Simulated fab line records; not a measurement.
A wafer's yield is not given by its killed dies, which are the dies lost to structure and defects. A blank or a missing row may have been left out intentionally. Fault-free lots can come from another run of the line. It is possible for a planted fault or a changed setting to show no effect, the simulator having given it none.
Problem report in the 8D (eight disciplines) form, filled by code | flow n5 finfet | the parts of the form that need people (team, actions taken, sign-off) are left out

1. PROBLEM STATEMENT
Wafers with no fault read 300.02 C with a standard deviation of 0.19, whereas susceptor temp C at N5_FIN_SAQP_SPACER2_ALD_28 reads a mean of 326.53 C on 1 wafer of 1 lot. So: +99 or more standard deviations from the usual mean.
The step: deposits SiO2, target thk 8.1 nm, pulse time 1 s, purge time 2 s.
First seen on wafer L666.4, day 3 13:48, on ald sin-04. Wafers with a number at this step in the record: 15, from 5 lots. By rule, "out" or "out of limits" means more than 4 standard deviations away from the usual mean. All remaining wafers that have a number are taken as sound.

2. WHAT IT IS; WHAT IT IS NOT
question                    | is               | is not
which readings at this step | susceptor temp C | heater power w, precursor pulse height rel
which lots                  | L666             | L662, L679, L680, L682
which wafers of those lots  | L666.4           | L666.1, L666.2
read on which tools         | ald sin-04       | ald sin-01, ald sin-03
when                        | from day 3 13:48 | up to then (5 sound wafers); but 9 sound wafers of L679, L680, L682 came after

3. THE SUSPECTS, EACH WITH WHAT RULES IT OUT
Counting: any tool at a process step up to the reading remains a suspect provided it ran every lot that is out. Sound lots after the first of them don't rule it out here, since some wafers of a struck lot are sound.
- rie si-05 at N5_FIN_SAQP_ETCH_65 (etches SiO2 in CF4, target depth 4 nm, time 4.4 s): kept. It ran the lot that is out, L666 (day 3 11:59).
- rie si-05 at N5_FIN_SAQP_MANDREL_ETCH_58 (etches a-Si in HBr/Cl2, stops on SiNx, target depth 45 nm, bt time 10 s, time 27 s): kept. It ran the lot that is out, L666 (day 3 12:01).
- vapor etch-02 at N5_FIN_SAQP_RECESS_71 (chemistry HF/NH3, target SiO2, target depth 3 nm, afs cycles 1, sublimation time 60 s): kept. The lot that is out, L666, ran on it at day 3 12:43; the last sound lot it ran before that was L662, at day 2 14:31.
- ald sin-04 at N5_FIN_SAQP_SPACER2_ALD_28 (deposits SiO2, target thk 8.1 nm, pulse time 1 s, purge time 2 s): kept. The lot that is out, L666, ran on it at day 3 13:48; the last sound lot it ran before that was L662, at day 2 14:55. Out on those wafers are its own readings of susceptor temp C.
- Within rie si-05 at N5_FIN_SAQP_ETCH_65: the wafers that are out ran in chamber 1; their sound lot-mates ran in chambers 2, 3.
- Within rie si-05 at N5_FIN_SAQP_MANDREL_ETCH_58: the wafers that are out ran in chamber 1; their sound lot-mates ran in chambers 2, 3.
- Within ald sin-04 at N5_FIN_SAQP_SPACER2_ALD_28: the wafers that are out ran in chamber 0; their sound lot-mates ran in chambers 1, 2.
Left after counting: rie si-05 at N5_FIN_SAQP_ETCH_65, rie si-05 at N5_FIN_SAQP_MANDREL_ETCH_58, vapor etch-02 at N5_FIN_SAQP_RECESS_71, ald sin-04 at N5_FIN_SAQP_SPACER2_ALD_28.

4. THE CAUSE (what the simulator had put in)
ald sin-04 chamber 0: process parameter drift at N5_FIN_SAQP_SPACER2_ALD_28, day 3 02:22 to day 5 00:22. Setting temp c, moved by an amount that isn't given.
This tool is one of the 4 suspects left after counting.

5. THE CHAIN OF EFFECTS, in route order
One row per reading whose mean, taken over the struck wafers that have a number, lies over 3 standard deviations from the usual. Only readings whose record carries a usual standard deviation are examined. hours: median over the lots of the time between each lot's start at the first step of this table that gives one and its start at this step. sigmas: the change, counted in usual standard deviations.
hours | step                       | reading          | usual     | on struck wafers | change | sigmas
0     | N5_FIN_SAQP_SPACER2_ALD_28 | susceptor temp C | 300.02 C  | 326.53           | +26.51 | +99 or more
167   | N5_BEOL_M4_RC_MEAS_101     | DIBL_P           | 36.4 mV/V | 30.4             | -6.0   | -4.0
Its process steps:
- N5_FIN_SAQP_SPACER2_ALD_28: deposits SiO2, target thk 8.1 nm, pulse time 1 s, purge time 2 s.
Later steps that measure or inspect, where all struck wafers having a row at the step show a number for every such reading and not one has moved that far: N5_FIN_SAQP_CD_MEAS_31, N5_FIN_SAQP_CD_MEAS_37.

6. WHAT WOULD HAVE CAUGHT IT SOONER
In this record no reading fell out of limits until day 3 13:48, 11 hours after the fault had begun at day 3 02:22.
